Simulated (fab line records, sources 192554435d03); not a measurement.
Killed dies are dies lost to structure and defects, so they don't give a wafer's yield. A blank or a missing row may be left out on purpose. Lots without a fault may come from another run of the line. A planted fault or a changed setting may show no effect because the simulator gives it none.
A struck lot beside a sound one | flow n5_finfet | 18 steps out of a route of 1938
Sound: wafers L353.3, L353.4, L353.5. Struck: wafer L357.6. (L357.4 of the same lot was not struck and is left out.) The cause comes at the end.
At each step with rows: each side's tool, then ch and its chambers, then its first start. Under that, the readings that differ: sound wafers | struck wafers | difference of the means | sigmas: that difference in standard deviations of wafers without a fault.
alike: readings whose means differ by less than 2 such deviations, and words and numbers that are the same on both sides. not compared: withheld readings, readings that some wafer has no value for, bounds like >300 that may hide the same value, and numbers for which the record gives no deviation and whose values overlap.
The two part at a step that has a row with sigmas, a row that says differs or no value, or rows on one side only. Numbers that don't overlap but have no deviation are shown without sigmas and don't part them. A reading that every wafer of one side lacks parts them only if that side has two wafers or more.

N5_BEOL_M11_THK_MEAS_53: measures by xrf.
  sound on film_metro-01, day 13 15:13; struck on film_metro-02, day 14 13:10
  reading      | sound       | struck | difference | sigmas
  M11_THK (nm) | 143 146 150 | 137    | -9         | -3
then, 1 step without rows for these wafers: N5_BEOL_M11_PRE_CLEAN_55 (time 15 s).
N5_BEOL_M11_DEP_56: deposits SiCN from 3MS/NH3, target thk 30 nm, time 10.5 s.
  sound on pecvd-02 ch 1,2, day 13 15:17; struck on pecvd-04 ch 2, day 14 13:14
  alike: showerhead_plenum_p_Torr, throttle_valve_pct
N5_BEOL_M11_RS_MEAS_57: measures by four-point-probe.
  sound on film_metro-02, day 13 15:20; struck on film_metro-01, day 14 13:17
  reading         | sound             | struck | difference | sigmas
  M11_RS (ohm/sq) | 0.149 0.146 0.142 | 0.160  | +0.014     | +4
N5_BEOL_M11_INSPECT_58: inspects for defects (darkfield).
  sound on defect_inspect-02, day 13 15:22; struck on defect_inspect-01, day 14 13:19
  alike: raw_defect_count
N5_BEOL_M12_ILD_DEP_00: deposits SiOC from DEMS/O2, target thk 658.92 nm, time 130.7 s.
  sound on pecvd-03 ch 0,1,2, day 13 15:25; struck on pecvd-02 ch 2, day 14 13:24
  alike: heater_power_w, showerhead_plenum_p_Torr, susceptor_temp_C, throttle_valve_pct
N5_BEOL_M12_THK_MEAS_01:
  sound on film_metro-02, day 13 15:32; struck on film_metro-01, day 14 13:29
  alike: M12_ILD_THK
then, 5 steps without rows for these wafers: N5_BEOL_M12_COAT_58 (time 60 s, resist thk 89 nm); N5_BEOL_M12_COAT_04 (resist thk 400 nm); N5_BEOL_M12_EBR_06; N5_BEOL_M12_SOFTBAKE_05 (time 60 s); N5_BEOL_M12_EXPOSE_07 (exposes mask V11).
N5_BEOL_M12_PEB_08: peb time 90 s.
  sound on litho_track-02 ch 0, day 13 15:51; struck on litho_track-02 ch 0, day 14 13:40
  reading                  | sound             | struck | difference | sigmas
  heater_power_total_W (W) | 172.9 171.3 171.9 | 221.6  | +49.6      | +73
then, 2 steps without rows for these wafers: N5_BEOL_M12_DEVELOP_09 (develop time 45 s); N5_BEOL_M12_HARDBAKE_14 (time 120 s).
N5_BEOL_M12_CD_MEAS_10: target cd 140 nm.
  sound on cd_sem-02 ch 0, day 13 15:58; struck on cd_sem-03 ch 0, day 14 13:47
  reading    | sound             | struck | difference | sigmas
  cd_nm (nm) | 142.1 139.8 141.0 | 127.9  | -13.1      | -5
N5_BEOL_M12_OVL_MEAS_11:
  sound on overlay-02 ch 0, day 13 16:00; struck on overlay-01 ch 0, day 14 13:49
  alike: V11_OVL
N5_PASSIVATION_PROBE_49:
  the record has rows for the struck wafers here (prober-01, day 16 01:10) and none for the sound ones

WHERE THEY PART
First at N5_BEOL_M11_THK_MEAS_53; last, within this record, at N5_PASSIVATION_PROBE_49.

WHY: what the simulator had put in
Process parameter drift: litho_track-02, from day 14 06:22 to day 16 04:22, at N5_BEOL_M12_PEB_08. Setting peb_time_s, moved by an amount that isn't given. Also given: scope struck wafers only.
